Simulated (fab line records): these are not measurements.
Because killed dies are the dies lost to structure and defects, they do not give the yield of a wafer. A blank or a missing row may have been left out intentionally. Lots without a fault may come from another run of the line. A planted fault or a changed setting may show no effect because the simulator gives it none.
Chamber matching || flow n5_finfet || rie_diel-05 running N5_BEOL_M9_ETCH_62: 4 sister chambers
The step etches SOC in N2/H2, target depth 110 nm, overetch 22 nm, time 165 s. 22 wafers are shown with their chamber, then 11 later ones without.

WAFERS PAIRED WITH THEIR CHAMBERS
{"wafer": "L078.1", "chamber": 0, "showerhead_plenum_p_Torr (Torr)": 2.50, "drypump_motor_current_A (A)": 5.82, "rf_vpp_V (V)": 524}
{"wafer": "L078.3", "chamber": 2, "showerhead_plenum_p_Torr (Torr)": 2.70, "drypump_motor_current_A (A)": 5.81, "rf_vpp_V (V)": 528}
{"wafer": "L078.5", "chamber": 0, "showerhead_plenum_p_Torr (Torr)": 2.51, "drypump_motor_current_A (A)": 5.83, "rf_vpp_V (V)": 522}
{"wafer": "L077.2", "chamber": 0, "showerhead_plenum_p_Torr (Torr)": 2.50, "drypump_motor_current_A (A)": 5.80, "rf_vpp_V (V)": 522}
{"wafer": "L077.3", "chamber": 2, "showerhead_plenum_p_Torr (Torr)": 2.70, "drypump_motor_current_A (A)": 5.82, "rf_vpp_V (V)": 528}
{"wafer": "L077.4", "chamber": 3, "showerhead_plenum_p_Torr (Torr)": 2.43, "drypump_motor_current_A (A)": 6.01, "rf_vpp_V (V)": 521}
{"wafer": "L079.1", "chamber": 3, "showerhead_plenum_p_Torr (Torr)": 2.43, "drypump_motor_current_A (A)": 6.03, "rf_vpp_V (V)": 520}
{"wafer": "L079.2", "chamber": 2, "showerhead_plenum_p_Torr (Torr)": 2.69, "drypump_motor_current_A (A)": 5.82, "rf_vpp_V (V)": 528}
{"wafer": "L079.4", "chamber": 0, "showerhead_plenum_p_Torr (Torr)": 2.50, "drypump_motor_current_A (A)": 5.83, "rf_vpp_V (V)": 523}
{"wafer": "L082.1", "chamber": 2, "showerhead_plenum_p_Torr (Torr)": 2.69, "drypump_motor_current_A (A)": 5.81, "rf_vpp_V (V)": 527}
{"wafer": "L082.4", "chamber": 3, "showerhead_plenum_p_Torr (Torr)": 2.42, "drypump_motor_current_A (A)": 5.99, "rf_vpp_V (V)": 519}
{"wafer": "L082.6", "chamber": 2, "showerhead_plenum_p_Torr (Torr)": 2.69, "drypump_motor_current_A (A)": 5.79, "rf_vpp_V (V)": 526}
{"wafer": "L085.2", "chamber": 3, "showerhead_plenum_p_Torr (Torr)": 2.42, "drypump_motor_current_A (A)": 6.00, "rf_vpp_V (V)": 520}
{"wafer": "L085.3", "chamber": 0, "showerhead_plenum_p_Torr (Torr)": 2.50, "drypump_motor_current_A (A)": 5.83, "rf_vpp_V (V)": 523}
{"wafer": "L085.6", "chamber": 1, "showerhead_plenum_p_Torr (Torr)": 2.50, "drypump_motor_current_A (A)": 5.67, "rf_vpp_V (V)": 523}
{"wafer": "L086.3", "chamber": 2, "showerhead_plenum_p_Torr (Torr)": 2.69, "drypump_motor_current_A (A)": 5.82, "rf_vpp_V (V)": 528}
{"wafer": "L086.4", "chamber": 3, "showerhead_plenum_p_Torr (Torr)": 2.42, "drypump_motor_current_A (A)": 6.01, "rf_vpp_V (V)": 521}
{"wafer": "L086.6", "chamber": 3, "showerhead_plenum_p_Torr (Torr)": 2.42, "drypump_motor_current_A (A)": 5.98, "rf_vpp_V (V)": 520}
{"wafer": "L088.3", "chamber": 2, "showerhead_plenum_p_Torr (Torr)": 2.68, "drypump_motor_current_A (A)": 5.80, "rf_vpp_V (V)": 529}
{"wafer": "L088.4", "chamber": 3, "showerhead_plenum_p_Torr (Torr)": 2.42, "drypump_motor_current_A (A)": 6.01, "rf_vpp_V (V)": 521}
{"wafer": "L088.6", "chamber": 2, "showerhead_plenum_p_Torr (Torr)": 2.68, "drypump_motor_current_A (A)": 5.81, "rf_vpp_V (V)": 528}
{"wafer": "L091.1", "chamber": 2, "showerhead_plenum_p_Torr (Torr)": 2.68, "drypump_motor_current_A (A)": 5.81, "rf_vpp_V (V)": 527}

SIGNATURES, as means of the wafers listed above
{"reading": "showerhead_plenum_p_Torr", "chamber 0": 2.5020, "chamber 1": 2.5000, "chamber 2": 2.6889, "chamber 3": 2.4229, "scatter within a chamber": 0.00629}
{"reading": "drypump_motor_current_A", "chamber 0": 5.8220, "chamber 1": 5.6700, "chamber 2": 5.8100, "chamber 3": 6.0043, "scatter within a chamber": 0.013}
{"reading": "rf_vpp_V", "chamber 0": 522.80, "chamber 1": 523.00, "chamber 2": 527.67, "chamber 3": 520.29, "scatter within a chamber": 0.824}
Rule: distance of a wafer from a chamber = root of the sum over the readings of ((wafer's reading minus chamber's mean) / reading's scatter) squared. If the next closest chamber is less than 2 further off than the closest, the wafer can't be placed; otherwise it belongs to the closest. The scatter: take each reading less its chamber's mean, square it, sum over the shown wafers, divide by the number of wafers less the number of chambers, and take the root.

WAFERS MISSING THEIR CHAMBER
{"wafer": "L091.4", "showerhead_plenum_p_Torr (Torr)": 2.49, "drypump_motor_current_A (A)": 5.68, "rf_vpp_V (V)": 523}
{"wafer": "L091.5", "showerhead_plenum_p_Torr (Torr)": 2.68, "drypump_motor_current_A (A)": 5.81, "rf_vpp_V (V)": 528}
{"wafer": "L092.1", "showerhead_plenum_p_Torr (Torr)": 2.41, "drypump_motor_current_A (A)": 6.00, "rf_vpp_V (V)": 521}
{"wafer": "L092.2", "showerhead_plenum_p_Torr (Torr)": 2.68, "drypump_motor_current_A (A)": 5.82, "rf_vpp_V (V)": 528}
{"wafer": "L092.5", "showerhead_plenum_p_Torr (Torr)": 2.68, "drypump_motor_current_A (A)": 5.80, "rf_vpp_V (V)": 528}
{"wafer": "L093.1", "showerhead_plenum_p_Torr (Torr)": 2.41, "drypump_motor_current_A (A)": 6.01, "rf_vpp_V (V)": 519}
{"wafer": "L093.3", "showerhead_plenum_p_Torr (Torr)": 2.49, "drypump_motor_current_A (A)": 5.66, "rf_vpp_V (V)": 523}
{"wafer": "L093.4", "showerhead_plenum_p_Torr (Torr)": 2.49, "drypump_motor_current_A (A)": 5.82, "rf_vpp_V (V)": 522}
{"wafer": "L096.1", "showerhead_plenum_p_Torr (Torr)": 2.49, "drypump_motor_current_A (A)": 5.67, "rf_vpp_V (V)": 523}
{"wafer": "L096.4", "showerhead_plenum_p_Torr (Torr)": 2.41, "drypump_motor_current_A (A)": 6.01, "rf_vpp_V (V)": 520}
{"wafer": "L096.5", "showerhead_plenum_p_Torr (Torr)": 2.41, "drypump_motor_current_A (A)": 6.02, "rf_vpp_V (V)": 520}

THE CHAMBER EACH PASSED THROUGH
{"wafer": "L091.4", "from the rows above": 1, "in truth": 1}
{"wafer": "L091.5", "from the rows above": 2, "in truth": 2}
{"wafer": "L092.1", "from the rows above": 3, "in truth": 3}
{"wafer": "L092.2", "from the rows above": 2, "in truth": 2}
{"wafer": "L092.5", "from the rows above": 2, "in truth": 2}
{"wafer": "L093.1", "from the rows above": 3, "in truth": 3}
{"wafer": "L093.3", "from the rows above": 1, "in truth": 1}
{"wafer": "L093.4", "from the rows above": 0, "in truth": 0}
{"wafer": "L096.1", "from the rows above": 1, "in truth": 1}
{"wafer": "L096.4", "from the rows above": 3, "in truth": 3}
{"wafer": "L096.5", "from the rows above": 3, "in truth": 3}
Correctly placed: 11 of 11. Not placeable from these rows: 0. Wrongly placed: 0.
